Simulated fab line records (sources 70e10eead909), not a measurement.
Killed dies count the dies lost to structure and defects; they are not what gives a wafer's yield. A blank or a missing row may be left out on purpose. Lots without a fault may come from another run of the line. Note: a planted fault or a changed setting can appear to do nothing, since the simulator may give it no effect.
8D (eight disciplines) problem report, filled in by code | flow nand-harc | the parts of the form that need people (team, actions taken, sign-off) are left out

1. THE ISSUE
Mean of killed-at-array at NHARC_END_SORT_01: 672 across 6 wafers in 2 lots; on wafers with no fault it is 52 (standard deviation 16). Measured from the usual mean, that is +39 standard deviations.
The first sign was on wafer L265.1 at day 32 17:29, on prober-01. The record has a number at this step for 6 wafers belonging to 2 lots. The rule behind "out" and "out of limits": a value lying over 4 standard deviations away from the usual mean. The rest of the wafers with a number are treated as sound.

2. WHAT IT IS AND WHAT IT IS NOT
question                    | is                           | is not
which readings at this step | killed-at-array, killed-dies | killed-at-other, killed-at-periphery, killed-short
which lots                  | L263, L265                   | -
which wafers of those lots  | all that have a number       | -
read on which gauges        | prober-01                    | -
when                        | from day 32 17:29            | up to then (0 sound wafers)

3. WHAT RULES OUT EACH SUSPECT
Counting: a tool at any process step up to the reading remains a suspect when it ran all the lots that are out and ran no sound lot after the first of those.
- the gauge at NHARC_END_SORT_01: kept. All the wafers that are out were read on prober-01, and no step on other tools shows them out.
- lpcvd-poly-02 at NHARC_A_CHANNEL_FILL_D2_CVD_18 (deposits poly-Si, target thk 3 nm): kept. It ran every lot that is out, first L265 (day 22 22:59), and no sound lot after that.
After counting, lpcvd-poly-02 at NHARC_A_CHANNEL_FILL_D2_CVD_18 and prober-01 at NHARC_END_SORT_01 remain.

4. THE CAUSE (what the simulator had put in)
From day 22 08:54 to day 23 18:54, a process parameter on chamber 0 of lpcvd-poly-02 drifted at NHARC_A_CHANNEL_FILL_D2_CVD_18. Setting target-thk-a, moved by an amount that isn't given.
Counting leaves 2 suspects; this tool is one of them.

5. SEQUENCE OF EFFECTS, ordered by route
Each row: a reading whose mean over the struck wafers that have a number lies more than 3 standard deviations from the usual. Scope: only readings with a usual standard deviation given in the record; hours: median across lots of the time from each lot's start at the first step in this table that gives one to its start at this step; sigmas: change in usual standard deviations.
hours | step              | reading         | usual | on struck wafers | change | sigmas
0     | NHARC_END_SORT_01 | killed-at-array | 52    | 672              | +620   | +39
0     | NHARC_END_SORT_01 | killed-dies     | 57    | 677              | +620   | +39

6. HOW IT WOULD HAVE BEEN CAUGHT EARLIER
249 hours passed between the start of the fault at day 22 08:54 and the first reading out of limits at a measuring or inspecting step in this record, taken at day 32 17:29.
The start of NHARC_A_CHANNEL_FILL_D2_CVD_18 on lpcvd-poly-02 came by day 32 17:29 for every one of the lots that are out (2). Had the tool been put on hold then, not one of them would have been saved.
